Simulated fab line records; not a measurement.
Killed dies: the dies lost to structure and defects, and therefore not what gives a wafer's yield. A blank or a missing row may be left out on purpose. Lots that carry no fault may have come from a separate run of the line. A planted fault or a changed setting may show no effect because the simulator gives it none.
Which tool did it? ; flow nand_harc ; 36 wafers from 12 lots sampled at 5 of the route's 1302 steps

== WHAT THE GAUGES READ, wafer by wafer ==
NHARC_P_M2_OVL_MEAS_10: pitch 340 nm. Usual: overlay_x_nm 0.2 nm, standard deviation 0.74; overlay_y_nm 0.1 nm, standard deviation 1.1.
lot;measured;on;overlay_x_nm (nm);overlay_y_nm (nm);flag
L636;day 7 10:08;overlay-02;0.3 0.2 0.8;0.5 1.0 0.7;
L637;day 7 17:40;overlay-01;1.4 1.2 1.1;-0.8 -1.0 -1.2;
L639;day 8 12:09;overlay-01;0.7 0.5 -0.2;-1.1 -1.7 -1.0;
L642;day 9 18:17;overlay-02;1.3 1.0 1.3;1.1 1.7 1.2;
L645;day 11 03:17;overlay-01;-0.2 -0.5 -0.1;0.7 0.6 0.4;
L647;day 11 14:30;overlay-02;0.0 -0.5 -0.8;2.0 1.3 2.1;
L649;day 12 10:19;overlay-02;0.4 -0.2 0.8;-0.7 -0.5 -0.2;
L650;day 13 02:25;overlay-01;-0.2 -0.6 -0.4;0.0 -0.4 -0.1;
L651;day 13 10:27;overlay-02;-0.8 -0.6 -1.0;-0.6 0.0 -0.6;
L652;day 14 03:19;overlay-01;1.4 0.9 0.8;0.3 0.0 -0.2;
L653;day 14 04:08;overlay-02;0.0 0.7 0.8;-1.7 -1.5 -1.2;
L655;day 15 06:56;overlay-02;0.2 0.6 0.0;0.3 0.1 0.0;

NHARC_END_SORT_01. Usual: killed_at_array 53, standard deviation 19; killed_at_other 0.8, standard deviation 1.2; killed_at_periphery 3.7, standard deviation 2.3; killed_dies 57, standard deviation 19; killed_open 3.2, standard deviation 1.7; killed_short 2.6, standard deviation 1.8.
lot;measured;on;killed_at_array;killed_at_other;killed_at_periphery;killed_dies;killed_open;killed_short;flag
L642;day 27 16:50;prober-01;59 75 61;0 0 3;11 13 8;70 88 72;1 5 2;2 3 0;OFF

== EACH LOT AND THE TOOL THAT RAN IT (in order: tool; ch and the chambers of the sampled wafers; start) ==
lot;NHARC_P_M1_STRIP_18;NHARC_P_M2_ETCH_35;NHARC_P_M2_PVD_21
L636;rie_diel-02 ch 0,1, day 7 06:23;rie_diel-06 ch 0,1, day 7 10:19;pvd_sputter-01, no start
L637;rie_diel-02 ch 1,3, day 7 14:05;rie_diel-12 ch 0,2, day 7 17:52;pvd_sputter-03, no start
L639;rie_diel-02 ch 0,1,2, day 8 08:22;rie_diel-03 ch 1,2,3, day 8 12:20;pvd_sputter-03, no start
L642;rie_diel-02 ch 2,3, day 9 14:30;rie_diel-03 ch 0,1,2, day 9 18:29;pvd_sputter-01, day 27 16:50 or earlier
L645;rie_diel-05 ch 0,3, day 10 23:45;rie_diel-06 ch 2,3, day 11 03:28;pvd_sputter-01, no start
L647;rie_diel-02 ch 0,1, day 11 10:57;rie_diel-12 ch 2,3, day 11 14:41;pvd_sputter-03, no start
L649;rie_diel-04 ch 0,2,3, day 12 06:46;rie_diel-06 ch 0,2,3, day 12 10:29;pvd_sputter-02, no start
L650;rie_diel-05 ch 0,1,2, day 12 22:46;rie_diel-12 ch 0,1,2, day 13 02:36;pvd_sputter-03, no start
L651;rie_diel-02 ch 1,2,3, day 13 06:46;rie_diel-12 ch 0,1,3, day 13 10:38;pvd_sputter-03, no start
L652;rie_diel-04 ch 0,2,3, day 13 23:44;rie_diel-12 ch 0,1,2, day 14 03:32;pvd_sputter-01, no start
L653;rie_diel-02 ch 0,1,3, day 14 00:38;rie_diel-12 ch 0,1,2, day 14 04:19;pvd_sputter-02, no start
L655;rie_diel-04 ch 0,2,3, day 15 03:25;rie_diel-12 ch 1,3, day 15 07:08;pvd_sputter-02, no start
- NHARC_P_M1_STRIP_18: strips in N2/H2.
- NHARC_P_M2_ETCH_35: etches the open film in N2/H2, target depth 40 nm, overetch 12 nm, time 43.94 s.
- NHARC_P_M2_PVD_21: deposits Cu, target thk 30 nm, time 20.49 s.

== AS READ BY THE TOOLS THEMSELVES (means over the sampled wafers that have a number; for cases with no such wafer, the mark the record gives instead) ==
NHARC_P_M1_STRIP_18. Usual: drypump_motor_current_A 5.6 A, standard deviation 0.49; mfc_ar_sccm 0.014 sccm, standard deviation 0.015; oes_product_au 1.001 a.u., standard deviation 0.0097; rf_vpp_V 90.7 V, standard deviation 1; showerhead_plenum_p_Torr 2.06 Torr, standard deviation 0.1; throttle_valve_pct 14.169 %, standard deviation 0.0087.
lot;tool;drypump_motor_current_A (A);mfc_ar_sccm (sccm);oes_product_au (a.u.);rf_vpp_V (V);showerhead_plenum_p_Torr (Torr);throttle_valve_pct (%);flag
L636;rie_diel-02;5.6;0.023;0.998;91.2;2.10;14.166;
L637;rie_diel-02;5.1;0.000;0.997;91.2;2.05;14.173;
L639;rie_diel-02;5.4;0.011;0.999;90.5;2.06;14.174;
L642;rie_diel-02;5.2;0.000;1.006;90.9;2.10;14.165;
L645;rie_diel-05;6.0;0.027;0.989;90.3;1.96;14.168;
L647;rie_diel-02;5.6;0.023;1.004;90.1;2.10;14.167;
L649;rie_diel-04;6.2;0.021;1.007;89.8;1.98;14.163;
L650;rie_diel-05;5.8;0.023;1.008;90.8;2.10;14.165;
L651;rie_diel-02;5.1;0.000;1.005;90.2;2.04;14.170;
L652;rie_diel-04;6.3;0.021;1.007;90.4;1.98;14.173;
L653;rie_diel-02;5.3;0.011;1.008;90.6;2.08;14.165;
L655;rie_diel-04;6.2;0.021;0.996;90.5;1.97;14.173;

NHARC_P_M2_ETCH_35. Usual: drypump_motor_current_A 5.6 A (standard deviation 0.49); mfc_ar_sccm 0.005 sccm (standard deviation 0.011); oes_product_au 1.000 a.u. (standard deviation 0.0099); rf_vpp_V 430.8 V (standard deviation 2.9); run_length_s 65.3 s (standard deviation 0.32); showerhead_plenum_p_Torr 2.05 Torr (standard deviation 0.1); throttle_valve_pct 14.172 % (standard deviation 0.0098).
lot;tool;drypump_motor_current_A (A);mfc_ar_sccm (sccm);oes_product_au (a.u.);rf_vpp_V (V);run_length_s (s);showerhead_plenum_p_Torr (Torr);throttle_valve_pct (%);flag
L636;rie_diel-06;5.6;0.000;1.007;430.6;65.6;2.03;14.183;
L637;rie_diel-12;5.9;0.000;0.992;431.3;64.9;2.07;14.176;
L639;rie_diel-03;5.1;0.014;1.000;431.2;65.0;2.08;14.171;
L642;rie_diel-03;5.2;0.017;1.003;432.3;55.7;2.11;14.176;OFF
L645;rie_diel-06;6.2;0.000;1.003;427.1;65.7;1.92;14.173;
L647;rie_diel-12;5.5;0.007;0.995;431.0;65.0;2.04;14.177;
L649;rie_diel-06;5.8;0.000;1.000;428.8;65.6;1.98;14.178;
L650;rie_diel-12;6.0;0.000;0.994;432.2;65.3;2.09;14.184;
L651;rie_diel-12;5.8;0.007;1.002;433.3;65.3;2.15;14.160;
L652;rie_diel-12;6.0;0.000;1.001;431.6;65.0;2.09;14.178;
L653;rie_diel-12;6.0;0.000;1.003;432.1;65.3;2.09;14.168;
L655;rie_diel-12;5.8;0.007;1.004;434.2;65.5;2.17;14.179;

NHARC_P_M2_PVD_21. Usual: substrate_temp_c 30.00 C, standard deviation 0.1; throttle_valve_pct 29.9 %, standard deviation 0.88.
lot;tool;substrate_temp_c (C);throttle_valve_pct (%);flag
L636;pvd_sputter-01;30.00;30.3;
L637;pvd_sputter-03;30.01;29.6;
L639;pvd_sputter-03;30.06;29.4;
L642;pvd_sputter-01;29.98;30.4;
L645;pvd_sputter-01;29.96;30.2;
L647;pvd_sputter-03;30.06;28.8;
L649;pvd_sputter-02;30.04;30.2;
L650;pvd_sputter-03;29.95;29.7;
L651;pvd_sputter-03;30.00;29.5;
L652;pvd_sputter-01;29.97;29.9;
L653;pvd_sputter-02;30.08;30.0;
L655;pvd_sputter-02;29.88;30.4;

== THE ANSWER, worked out from the rows above alone ==
Rule: a lot counts as off when the mean over its wafers that have a number is more than 3 standard deviations away from the usual mean. Also off: a lot with no number at a reading for which 4 or more lots have one. All remaining lots with rows at the step are treated as sound. The gauges are gone through in route order, then the tools' own readings, and for those a lot's mean is taken as printed above. The first step at which some lot is off is used, and at that step the reading that is off furthest; a lot without a number counts as furthest.
Off: L642 (NHARC_END_SORT_01, killed_at_periphery). Neither off nor sound, because the step has no rows for them: L636, L637, L639, L645, L647, L649, L650, L651, L652, L653, L655.
If a tool, at a process step before that reading, ran all the lots that are off and no sound lot after the first of them, it fits. The gauges at NHARC_END_SORT_01 aren't tried: what is off there is off at NHARC_P_M2_ETCH_35 too, on other tools, and a gauge's error can't cause that. Because NHARC_P_M2_PVD_21 lacks a start for some lots, the hours and order of its lots are taken from NHARC_END_SORT_01. Can't be told from this: 3 tools fit, rie_diel-02 at NHARC_P_M1_STRIP_18, rie_diel-03 at NHARC_P_M2_ETCH_35, pvd_sputter-01 at NHARC_P_M2_PVD_21.

== WHAT THE SIMULATOR HAD PUT IN ==
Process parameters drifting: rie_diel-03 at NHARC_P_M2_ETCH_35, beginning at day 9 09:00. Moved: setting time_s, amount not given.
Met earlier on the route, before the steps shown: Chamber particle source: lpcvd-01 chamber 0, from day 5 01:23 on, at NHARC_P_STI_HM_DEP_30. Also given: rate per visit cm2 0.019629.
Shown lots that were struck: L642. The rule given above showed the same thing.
